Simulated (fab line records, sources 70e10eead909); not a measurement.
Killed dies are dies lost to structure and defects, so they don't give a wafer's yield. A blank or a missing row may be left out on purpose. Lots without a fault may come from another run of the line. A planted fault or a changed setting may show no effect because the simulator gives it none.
Chamber matching | flow nand_harc | NHARC_A_BONDPAD_ETCH_12 on rie_diel-09: 4 sister chambers
The step etches the open film in CHF3/O2, target depth 220 nm, time 110 s. 8 wafers are shown with their chamber, then 7 later ones without.

WAFERS WITH THEIR CHAMBER
wafer  | chamber | showerhead_plenum_p_Torr (Torr) | drypump_motor_current_A (A)
L883.5 | 2       | 2.35                            | 6.6
L884.4 | 0       | 2.45                            | 5.9
L884.5 | 1       | 2.39                            | 6.0
L886.3 | 0       | 2.45                            | 5.9
L886.4 | 3       | 2.37                            | 6.0
L886.5 | 1       | 2.38                            | 5.9
L905.2 | 3       | 2.37                            | 6.0
L905.3 | 2       | 2.35                            | 6.6

WAFERS WITHOUT THEIR CHAMBER
wafer  | showerhead_plenum_p_Torr (Torr) | drypump_motor_current_A (A)
L905.4 | 2.38                            | 6.0
L904.2 | 2.37                            | 6.0
L904.4 | 2.35                            | 6.6
L904.5 | 2.38                            | 5.9
L906.2 | 2.35                            | 6.6
L906.3 | 2.44                            | 5.9
L906.6 | 2.36                            | 6.1

WHICH CHAMBER EACH WENT THROUGH
wafer  | from the rows above     | in truth
L905.4 | can't be placed: 1 or 3 | 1
L904.2 | 3                       | 3
L904.4 | 2                       | 2
L904.5 | can't be placed: 1 or 3 | 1
L906.2 | 2                       | 2
L906.3 | 0                       | 0
L906.6 | 3                       | 3
Placed correctly: 5 of 7. Can't be placed from these rows: 2 (the true chamber is among the candidates in 2). Placed wrongly: 0.
How it was worked out, from the rows above alone: a wafer's distance from a chamber is the root of the sum, over the readings, of the square of ((its reading less the chamber's mean) divided by the reading's scatter). The wafer belongs to the nearest chamber; if the next one is less than 2 further off, it can't be placed. A chamber's mean is the mean of its shown wafers. The scatter: the root of (the sum of the squares of (reading less its chamber's mean) over the shown wafers, divided by (wafers less chambers)).
